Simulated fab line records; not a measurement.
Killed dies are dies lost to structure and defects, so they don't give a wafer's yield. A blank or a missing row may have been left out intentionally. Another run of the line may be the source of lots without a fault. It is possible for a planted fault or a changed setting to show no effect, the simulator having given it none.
Matching of chambers | flow n5-finfet | N5_WELL_APT_DESCUM_13 on rie-diel-02 has 4 sister chambers
The step chemistry O2, time 7.9 s. 4 wafers are shown with their chamber, then 10 later ones without.

WAFERS, EACH WITH ITS CHAMBER
wafer  | chamber | showerhead-plenum-p-Torr (Torr)
L086.2 | 1       | 2.10
L086.5 | 0       | 2.09
L087.6 | 2       | 2.21
L089.4 | 3       | 2.08

WAFERS MISSING THEIR CHAMBER
wafer  | showerhead-plenum-p-Torr (Torr)
L089.5 | 2.21
L090.3 | 2.08
L090.4 | 2.21
L090.6 | 2.08
L092.1 | 2.20
L092.4 | 2.20
L092.6 | 2.08
L093.1 | 2.10
L093.2 | 2.08
L093.6 | 2.08

WHICH CHAMBER EACH ONE RAN IN
wafer  | from the rows above | in truth
L089.5 | 2                   | 2
L090.3 | 3                   | 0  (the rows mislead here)
L090.4 | 2                   | 2
L090.6 | 3                   | 3
L092.1 | 2                   | 2
L092.4 | 2                   | 2
L092.6 | 3                   | 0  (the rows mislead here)
L093.1 | 1                   | 1
L093.2 | 3                   | 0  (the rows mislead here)
L093.6 | 3                   | 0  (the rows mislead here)
6 of 10 placed correctly. From these rows, 0 cannot be placed. 4 placed wrongly.
How it was worked out, from the rows above alone: a wafer's distance from a chamber is the root of the sum, over the readings, of the square of ((its reading less the chamber's mean) divided by the reading's scatter). If the next closest chamber is less than 2 further off than the closest, the wafer can't be placed; otherwise it belongs to the closest. For every chamber, the mean is computed from those of its wafers that are shown. The scatter: with one shown wafer a chamber, the root of the mean of the squares of how far each hidden wafer lies from its nearest shown one.
